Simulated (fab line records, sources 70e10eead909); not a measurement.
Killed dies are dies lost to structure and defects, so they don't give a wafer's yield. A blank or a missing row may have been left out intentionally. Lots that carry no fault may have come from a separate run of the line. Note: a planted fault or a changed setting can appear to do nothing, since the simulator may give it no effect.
Chamber matching || flow nand harc || cmp-02 running NHARC_P_CONTACT_CMP_01: 4 sister chambers
The step polishes SiO2, target thk 200 nm. 4 wafers are shown with their chamber, then 7 later ones without.

== EACH WAFER AND ITS CHAMBER ==
{"wafer": "L084.6", "chamber": 2, "motor current A (A)": 11.1}
{"wafer": "L087.5", "chamber": 1, "motor current A (A)": 13.3}
{"wafer": "L093.1", "chamber": 0, "motor current A (A)": 13.0}
{"wafer": "L093.3", "chamber": 3, "motor current A (A)": 12.4}

== WAFERS WHOSE CHAMBER IS MISSING ==
{"wafer": "L093.4", "motor current A (A)": 10.8}
{"wafer": "L095.1", "motor current A (A)": 13.7}
{"wafer": "L095.5", "motor current A (A)": 13.1}
{"wafer": "L095.6", "motor current A (A)": 13.3}
{"wafer": "L097.1", "motor current A (A)": 13.0}
{"wafer": "L097.3", "motor current A (A)": 12.4}
{"wafer": "L097.6", "motor current A (A)": 10.8}

== CHAMBER TAKEN BY EACH ==
{"wafer": "L093.4", "from the rows above": 2, "in truth": 2}
{"wafer": "L095.1", "from the rows above": "can't be placed: 1 or 0", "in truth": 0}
{"wafer": "L095.5", "from the rows above": "can't be placed: 0 or 1", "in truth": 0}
{"wafer": "L095.6", "from the rows above": "can't be placed: 1 or 0", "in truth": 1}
{"wafer": "L097.1", "from the rows above": "can't be placed: 0 or 1", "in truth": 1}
{"wafer": "L097.3", "from the rows above": 3, "in truth": 3}
{"wafer": "L097.6", "from the rows above": 2, "in truth": 2}
3 of 7 placed correctly. These rows do not allow placing 4 (true chamber among the candidates in 4). Number placed wrongly: 0.
How it was worked out, from the rows above alone: a wafer's distance from a chamber is the root of the sum, over the readings, of the square of ((its reading less the chamber's mean) divided by the reading's scatter). The wafer belongs to the nearest chamber; if the next one is less than 2 further off, it can't be placed. For every chamber, the mean is computed from those of its wafers that are shown. The scatter: root of mean squared gap, hidden wafer to nearest shown wafer, with one shown wafer a chamber.
